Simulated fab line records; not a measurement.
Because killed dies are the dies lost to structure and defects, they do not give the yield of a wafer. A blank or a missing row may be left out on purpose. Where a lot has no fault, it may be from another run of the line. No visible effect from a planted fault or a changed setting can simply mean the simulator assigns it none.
A lot that was struck, set against a sound lot :: flow n5-finfet :: 31 steps out of a route of 1938
Sound: these wafers, L726.1, L726.3, L726.5. Wafers struck: L731.3, L731.4, L731.5. The cause is named last.
For every step that has rows: the tool of each side, followed by ch and its chambers, followed by its first start. Under that, the readings that differ: sound wafers :: struck wafers :: difference of the means :: sigmas: that difference in standard deviations of wafers without a fault.
alike: words and numbers the same on both sides, and readings whose means are apart by under 2 such deviations; not compared: readings that were withheld, readings missing a value for some wafer, numbers with overlapping values and no deviation given by the record, and bounds like >300 which may hide the same value.
Wherever a step has rows on one side only, a row that says differs or no value, or a row with sigmas, the two part there. Numbers that don't overlap but have no deviation are shown without sigmas and don't part them. A reading missing from all wafers of one side parts the sides only when that side holds two or more wafers.

first, 2 steps without rows for these wafers: N5_BEOL_M10_ECD_50 (material Cu, target thk 318 nm); N5_BEOL_M10_ANNEAL_51 (time 90 s).
N5_BEOL_M10_CMP_52: polishes, stops on SiCOH lowk, t overpolish 7 s, target thk 140 nm.
  sound on cmp-03 ch 0,3, day 12 00:55; struck on cmp-03 ch 1,2,3, day 13 10:58
  alike: barrier-field-endpoint-s, motor-current-A, overpolish-run-s, time-to-endpoint-s
N5_BEOL_M10_THK_MEAS_53: measures by xrf.
  struck on film-metro-01, day 13 11:11; sound on film-metro-02, day 12 01:10
  alike: M10_THK
then, 1 step without rows for these wafers: N5_BEOL_M10_PRE_CLEAN_55 (time 15 s).
N5_BEOL_M10_DEP_56: deposits SiCN from 3MS/NH3, target thk 15 nm, time 26.5 s.
  sound on pecvd-04 ch 0,1,2, day 12 01:14; struck on pecvd-04 ch 1,2, day 13 11:14
  alike: chamber-pressure-Torr, rf-fwd-power-W, showerhead-plenum-p-Torr, throttle-valve-pct
N5_BEOL_M10_RS_MEAS_57: measures by four-point-probe.
  struck on film-metro-01, day 13 11:19; sound on film-metro-02, day 12 01:19
  alike: M10_RS
then, 1 step without rows for these wafers: N5_BEOL_M11_ILD_DEP_00 (deposits SiCOH lowk from DEMS/porogen, target thk 308.51 nm, time 58 s).
N5_BEOL_M11_CURE_71: cures SiCOH lowk, time 240 s.
  sound on uv-cure-01 ch 2, day 12 01:27; struck on uv-cure-02 ch 1, day 13 11:37
  alike: lamp-power-pct, wafer_temp_C_max
N5_BEOL_M11_THK_MEAS_01:
  struck on film-metro-01, day 13 11:58; sound on film-metro-01, day 12 01:58
  alike: M11_ILD_THK
then, 1 step without rows for these wafers: N5_BEOL_M11_PECVD_70 (deposits SiO2 from TEOS/O2, target thk 20 nm, time 22.7 s).
N5_BEOL_M11_HM_DEP_02: deposits TiN, target thk 20 nm.
  struck on pvd-sputter-03, day 13 12:08; sound on pvd-sputter-03, day 12 02:53
  no value came back on the struck wafers for chamber-pressure-pa (Pa), substrate-temp-c (C), throttle-valve-pct (%); on the sound wafers chamber-pressure-pa (Pa) reads 0.5003 0.4974 0.5007
then, 8 steps without rows for these wafers: N5_BEOL_M11_COAT_59 (time 60 s, resist thk 100 nm); N5_BEOL_M11_COAT_60 (time 60 s, resist thk 30 nm); N5_BEOL_M11_COAT_05 (resist thk 90 nm); N5_BEOL_M11_EBR_07; N5_BEOL_M11_SOFTBAKE_06 (time 60 s); N5_BEOL_M11_EXPOSE_08 (exposes mask M11); N5_BEOL_M11_PEB_09 (peb time 60 s); N5_BEOL_M11_DEVELOP_10 (develop time 30 s).
N5_BEOL_M11_CD_MEAS_11 targets a cd of 64.1 nm.
  sound on cd-sem-01 ch 0, day 12 03:23; struck on cd-sem-01 ch 0, day 13 12:31
  alike: cd-nm
N5_BEOL_M11_OVL_MEAS_12:
  sound on overlay-02 ch 0, day 12 03:25; struck on overlay-01 ch 0, day 13 12:32
  alike: M11_OVL
N5_BEOL_M11_DESCUM_16: chemistry O2, time 7.9 s.
  sound on rie-diel-04 ch 2,3, day 12 03:36; struck on rie-diel-06 ch 0,1, day 13 12:40
reading: showerhead-plenum-p-Torr (Torr)
sound: 2.18 2.14 2.18
struck: 1.98 2.06 1.98
difference: -0.16
sigmas: -2
  alike: chamber-pressure-mTorr, drypump-motor-current-A, oes-product-au, rf-fwd-power-W, rf-vpp-V, temp-c, throttle-valve-pct
  not compared: rf-hours-counter-h
then, 4 steps without rows for these wafers: N5_BEOL_M11_ETCH_61 (etches SiARC in CF4, target depth 39 nm, time 65 s); N5_BEOL_M11_ETCH_62 (etches SOC in N2/H2, target depth 110 nm, overetch 22 nm, time 165 s); N5_BEOL_M11_STRIP_68 (strips in N2/H2); N5_BEOL_M11_STRIP_67 (strips in CF4).
N5_BEOL_M11_HM_OPEN_17: chemistry Cl2/BCl3, target TiN, target depth 20 nm, overetch 6 nm.
  sound on rie-metal-03 ch 0,1, day 12 03:52; struck on rie-metal-01 ch 0,1, day 13 12:58
reading: oes-product-au (a.u.)
sound: 0.70 0.70 0.60
struck: 0.35 0.38 0.33
difference: -0.31
sigmas: -3

reading: throttle-valve-pct (%)
sound: 21.86 21.84 22.18
struck: 22.56 22.67 22.55
difference: +0.63
sigmas: +5

reading: model.etch.depth-nm (nm)
sound: 19.96 19.99 20.01
struck: 0 0 0
difference: -20
sigmas: 
  alike: chamber-pressure-mTorr, drypump-motor-current-A, mfc-cl2-sccm, rf-fwd-power-W
  not compared: rf-hours-counter-h
N5_BEOL_M11_STRIP_19: strips in O2.
  sound on rie-diel-06 ch 0,2, day 12 03:59; struck on rie-diel-06 ch 0,1, day 13 13:03
  alike: chamber-pressure-mTorr, drypump-motor-current-A, oes-product-au, rf-vpp-V, showerhead-plenum-p-Torr, temp-c, throttle-valve-pct
  not compared: rf-hours-counter-h
N5_BEOL_M11_CD_MEAS_18: pitch 140 nm, target cd 70 nm.
  struck on cd-sem-03, day 13 13:07; sound on cd-sem-03, day 12 04:03
reading: cd-nm (nm)
sound: 70.2 70.6 69.8
struck: - - -
difference: no value on the struck wafers
sigmas: 
then, 1 step without rows for these wafers: N5_BEOL_M11_COAT_63 (time 60 s, resist thk 100 nm).

## WHERE THEY PART
Earliest at N5_BEOL_M11_HM_DEP_02; latest, in this record, at N5_BEOL_M11_CD_MEAS_18.

WHY: the cause the simulator had injected
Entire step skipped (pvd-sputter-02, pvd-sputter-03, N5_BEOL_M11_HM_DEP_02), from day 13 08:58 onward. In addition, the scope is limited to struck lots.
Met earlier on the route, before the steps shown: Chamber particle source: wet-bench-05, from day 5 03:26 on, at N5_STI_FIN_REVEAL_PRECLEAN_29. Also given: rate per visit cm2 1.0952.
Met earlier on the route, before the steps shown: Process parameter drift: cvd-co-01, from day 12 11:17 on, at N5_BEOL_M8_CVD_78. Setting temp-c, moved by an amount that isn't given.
